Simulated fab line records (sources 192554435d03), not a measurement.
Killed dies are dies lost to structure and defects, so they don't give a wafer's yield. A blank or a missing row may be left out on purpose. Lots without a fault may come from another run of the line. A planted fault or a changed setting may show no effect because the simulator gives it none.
A lot that was struck, set against a sound lot + flow n5Finfet + 15 steps out of a route of 1938
Sound: the wafers L637.2, L637.3, L637.4. Wafers L645.2, L645.3, L645.6 were the ones struck. The cause is given at the end.
Each step with rows lists, per side, the tool, then ch with its chambers, then its first start. Under that, the readings that differ: sound wafers + struck wafers + difference of the means + sigmas: that difference in standard deviations of wafers without a fault.
alike: same words and numbers on both sides, and readings whose means sit less than 2 such deviations apart. not compared: any withheld reading, any reading some wafer has no value for, any bound like >300 that may hide the same value, and any number with overlapping values for which the record gives no deviation.
Wherever a step has rows on one side only, a row that says differs or no value, or a row with sigmas, the two part there. Non-overlapping numbers with no deviation appear without sigmas and do not part them. A reading that every wafer of one side lacks parts them only if that side has two wafers or more.

N5_GATE_CUT_VAPOR_ETCH_49: etches TiAlC in BCl3/Cl2.
  sound on rieMetal-02 ch 0,1, day 5 12:28; struck on rieMetal-03 ch 0,1, day 7 15:37
| reading             | sound          | struck         | difference | sigmas |
|---------------------|----------------|----------------|------------|--------|
| oesProductAu (a.u.) | 0.67 0.67 0.69 | 0.95 0.80 0.96 | +0.23      | +2     |
  alike: drypumpMotorCurrentA
N5_GATE_CUT_VAPOR_ETCH_51: etches HfO2 in BCl3/Cl2.
  sound on rieMetal-02 ch 0,1, day 5 12:30; struck on rieMetal-03 ch 0,1, day 7 15:38
| reading             | sound          | struck         | difference | sigmas |
|---------------------|----------------|----------------|------------|--------|
| oesProductAu (a.u.) | 0.67 0.67 0.69 | 0.96 0.80 0.95 | +0.23      | +2     |
  alike: drypumpMotorCurrentA
then, 3 steps without rows for these wafers: N5_GATE_CUT_STRIP_21 (strips in N2/H2, time 30 s); N5_GATE_CUT_STRIP_29 (strips in post etch residue remover, time 60 s); N5_GATE_CUT_SRD_52 (time 30 s).
N5_GATE_CUT_ALD_22: deposits SiNx, target thk 16 nm, pulse time 1 s, ald cycles 320.
  sound on aldSin-02 ch 0,1,3, day 5 12:45; struck on aldSin-02 ch 0,1, day 7 15:51
  alike: heaterPowerW, precursorPulseHeightRel, susceptorTempC
  not compared: sinceWetCleanH
N5_GATE_CUT_CMP_23: polishes, stops on SiO2, t overpolish 23.4 s, target thk 16 nm.
  sound on cmp-04 ch 0,2,3, day 5 14:14; struck on cmp-03 ch 0,2,3, day 7 17:36
  alike: motorCurrentA, overpolishRunS, retainingRingPressureFrac, timeToEndpointS
N5_GATE_CUT_THK_MEAS_24:
  sound on filmMetro-02 at day 5 14:32; struck on filmMetro-01 at day 7 17:49
| reading          | sound             | struck            | difference | sigmas |
|------------------|-------------------|-------------------|------------|--------|
| GC_FILL_THK (nm) | 220.9 219.8 222.1 | 215.6 216.4 217.3 | -4.5       | -2     |
then, 1 step without rows for these wafers: N5_GATE_CUT_CMP_43 (polishes SiO2).
N5_GATE_CUT_CMP_61: polishes, stops on SiNx, t overpolish 3 s.
  sound on cmp-04 ch 0,1,3, day 5 15:03; struck on cmp-03 ch 0,3, day 7 18:41
  alike: motorCurrentA, retainingRingPressureFrac
N5_GATE_CUT_INSPECT_26: inspects for defects (darkfield).
  sound on defectInspect-02 at day 5 15:17; struck on defectInspect-01 at day 7 18:55
  alike: rawDefectCount
N5_MOL_CONTACT_COAG_COAT_103: time 60 s, resist thk 80 nm.
  sound on lithoTrack-03 ch 0, day 5 15:19; struck on lithoTrack-01 ch 0, day 7 18:56
| reading               | sound                | struck               | difference | sigmas |
|-----------------------|----------------------|----------------------|------------|--------|
| heaterPowerTotalW (W) | 500.2 499.9 497.8    | 496.1 495.2 491.2    | -5.1       | -3     |
| plateTempC (C)        | 250.27 250.29 250.14 | 247.35 247.20 247.25 | -2.97      | -16    |
  alike: exhaustPa
then, 1 step without rows for these wafers: N5_MOL_CONTACT_COAG_COAT_104 (time 60 s, resist thk 12 nm).
-- record jumps: 3 days separate the struck wafers' starts on either side; left off in module MOL_CONTACT_COAG, taken up again in module BEOL_M4, whose first shown step is the route's number 1111 --
N5_BEOL_M4_RC_MEAS_101:
  sound on prober-01 ch 0, day 9 01:40; struck on prober-02 ch 0, day 11 02:43
  alike: DIBL_N, DIBL_P, IOFF_N, IOFF_P, ION_N, ION_P, SS_N, SS_P, VT_N, VT_P
-- the record jumps here: 4 days lie between the struck wafers' starts before and after (it left off in module BEOL_M4 and takes up again in module PASSIVATION, whose first step shown is number 1936 of the route) --
N5_PASSIVATION_PROBE_49:
  sound on prober-02 at day 13 00:17; struck on prober-02 at day 15 08:28
  alike: defectLimitedYield, killed_at_M0_to_M3, killed_at_M4_up, killedAtContacts, killedAtFrontEnd, killedAtOther, killedDies, killedOpen, killedShort, sort_bin_5_function, sort_bin_6_memory, sortNPass, sortYieldPct

## WHERE THEY PART
At N5_GATE_CUT_VAPOR_ETCH_49 first; at N5_MOL_CONTACT_COAG_COAT_103 last (within this record only). Later steps at which nothing parts them and some readings are alike: N5_BEOL_M4_RC_MEAS_101, N5_PASSIVATION_PROBE_49.

WHY: whatever the simulator had introduced
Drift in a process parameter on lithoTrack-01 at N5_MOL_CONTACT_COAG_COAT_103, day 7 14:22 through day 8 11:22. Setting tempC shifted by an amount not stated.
